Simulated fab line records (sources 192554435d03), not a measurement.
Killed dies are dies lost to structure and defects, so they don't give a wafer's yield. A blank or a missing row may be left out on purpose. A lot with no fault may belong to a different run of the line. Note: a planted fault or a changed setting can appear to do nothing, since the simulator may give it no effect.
Matching of chambers :: flow n5-finfet :: N5_BEOL_M7_PECVD_70 on pecvd-03 has 3 sister chambers
The step deposits SiO2 from TEOS/O2, target thk 20 nm, time 22.7 s. 20 wafers are shown with their chamber, then 10 later ones without.

== WAFERS PAIRED WITH THEIR CHAMBERS ==
wafer: L074.1
chamber: 2
throttle-valve-pct (%): 20.0
showerhead-plenum-p-Torr (Torr): 8.74
heater-power-w (W): 688

wafer: L074.2
chamber: 1
throttle-valve-pct (%): 23.9
showerhead-plenum-p-Torr (Torr): 8.75
heater-power-w (W): 635

wafer: L074.3
chamber: 0
throttle-valve-pct (%): 22.1
showerhead-plenum-p-Torr (Torr): 8.79
heater-power-w (W): 785

wafer: L074.4
chamber: 1
throttle-valve-pct (%): 24.5
showerhead-plenum-p-Torr (Torr): 8.73
heater-power-w (W): 624

wafer: L074.5
chamber: 0
throttle-valve-pct (%): 22.0
showerhead-plenum-p-Torr (Torr): 8.82
heater-power-w (W): 784

wafer: L074.6
chamber: 2
throttle-valve-pct (%): 20.0
showerhead-plenum-p-Torr (Torr): 8.75
heater-power-w (W): 676

wafer: L075.1
chamber: 2
throttle-valve-pct (%): 19.7
showerhead-plenum-p-Torr (Torr): 8.77
heater-power-w (W): 722

wafer: L075.4
chamber: 0
throttle-valve-pct (%): 22.0
showerhead-plenum-p-Torr (Torr): 8.79
heater-power-w (W): 709

wafer: L075.6
chamber: 1
throttle-valve-pct (%): 24.3
showerhead-plenum-p-Torr (Torr): 8.70
heater-power-w (W): 675

wafer: L079.1
chamber: 1
throttle-valve-pct (%): 24.1
showerhead-plenum-p-Torr (Torr): 8.72
heater-power-w (W): 642

wafer: L079.2
chamber: 0
throttle-valve-pct (%): 21.9
showerhead-plenum-p-Torr (Torr): 8.81
heater-power-w (W): 719

wafer: L079.3
chamber: 2
throttle-valve-pct (%): 20.0
showerhead-plenum-p-Torr (Torr): 8.73
heater-power-w (W): 624

wafer: L080.3
chamber: 1
throttle-valve-pct (%): 24.3
showerhead-plenum-p-Torr (Torr): 8.72
heater-power-w (W): 638

wafer: L080.4
chamber: 2
throttle-valve-pct (%): 20.1
showerhead-plenum-p-Torr (Torr): 8.77
heater-power-w (W): 620

wafer: L080.5
chamber: 1
throttle-valve-pct (%): 24.1
showerhead-plenum-p-Torr (Torr): 8.72
heater-power-w (W): 645

wafer: L083.2
chamber: 1
throttle-valve-pct (%): 24.0
showerhead-plenum-p-Torr (Torr): 8.72
heater-power-w (W): 603

wafer: L083.3
chamber: 0
throttle-valve-pct (%): 22.0
showerhead-plenum-p-Torr (Torr): 8.79
heater-power-w (W): 777

wafer: L083.4
chamber: 1
throttle-valve-pct (%): 23.8
showerhead-plenum-p-Torr (Torr): 8.73
heater-power-w (W): 583

wafer: L085.1
chamber: 0
throttle-valve-pct (%): 22.2
showerhead-plenum-p-Torr (Torr): 8.78
heater-power-w (W): 710

wafer: L085.3
chamber: 2
throttle-valve-pct (%): 19.8
showerhead-plenum-p-Torr (Torr): 8.75
heater-power-w (W): 667

SIGNATURES (averages over the wafers above)
reading: throttle-valve-pct
chamber 0: 22.033
chamber 1: 24.125
chamber 2: 19.933
scatter within a chamber: 0.179

reading: showerhead-plenum-p-Torr
chamber 0: 8.7967
chamber 1: 8.7238
chamber 2: 8.7517
scatter within a chamber: 0.015

reading: heater-power-w
chamber 0: 747.33
chamber 1: 630.62
chamber 2: 666.17
scatter within a chamber: 34.6
Rule: a wafer lies at a distance from a chamber equal to the root of the sum of squares, over the readings, of (its reading less the chamber's mean, divided by the reading's scatter). If the next closest chamber is less than 2 further off than the closest, the wafer can't be placed; otherwise it belongs to the closest. The scatter: take each reading less its chamber's mean, square it, sum over the shown wafers, divide by the number of wafers less the number of chambers, and take the root.

== WAFERS WITH NO CHAMBER GIVEN ==
wafer: L085.4
throttle-valve-pct (%): 24.0
showerhead-plenum-p-Torr (Torr): 8.75
heater-power-w (W): 606

wafer: L084.1
throttle-valve-pct (%): 19.9
showerhead-plenum-p-Torr (Torr): 8.75
heater-power-w (W): 720

wafer: L084.2
throttle-valve-pct (%): 22.3
showerhead-plenum-p-Torr (Torr): 8.82
heater-power-w (W): 778

wafer: L084.3
throttle-valve-pct (%): 24.0
showerhead-plenum-p-Torr (Torr): 8.73
heater-power-w (W): 587

wafer: L090.1
throttle-valve-pct (%): 22.4
showerhead-plenum-p-Torr (Torr): 8.79
heater-power-w (W): 732

wafer: L090.2
throttle-valve-pct (%): 19.7
showerhead-plenum-p-Torr (Torr): 8.77
heater-power-w (W): 687

wafer: L090.3
throttle-valve-pct (%): 22.2
showerhead-plenum-p-Torr (Torr): 8.82
heater-power-w (W): 729

wafer: L093.3
throttle-valve-pct (%): 20.2
showerhead-plenum-p-Torr (Torr): 8.76
heater-power-w (W): 704

wafer: L093.4
throttle-valve-pct (%): 19.9
showerhead-plenum-p-Torr (Torr): 8.78
heater-power-w (W): 710

wafer: L093.5
throttle-valve-pct (%): 22.4
showerhead-plenum-p-Torr (Torr): 8.77
heater-power-w (W): 772

== THE CHAMBER EACH PASSED THROUGH ==
wafer: L085.4
from the rows above: 1
in truth: 1

wafer: L084.1
from the rows above: 2
in truth: 2

wafer: L084.2
from the rows above: 0
in truth: 0

wafer: L084.3
from the rows above: 1
in truth: 1

wafer: L090.1
from the rows above: 0
in truth: 0

wafer: L090.2
from the rows above: 2
in truth: 2

wafer: L090.3
from the rows above: 0
in truth: 0

wafer: L093.3
from the rows above: 2
in truth: 2

wafer: L093.4
from the rows above: 2
in truth: 2

wafer: L093.5
from the rows above: 0
in truth: 0
Correctly placed: 10 of 10. Number that these rows cannot place: 0. Wrongly placed: 0.
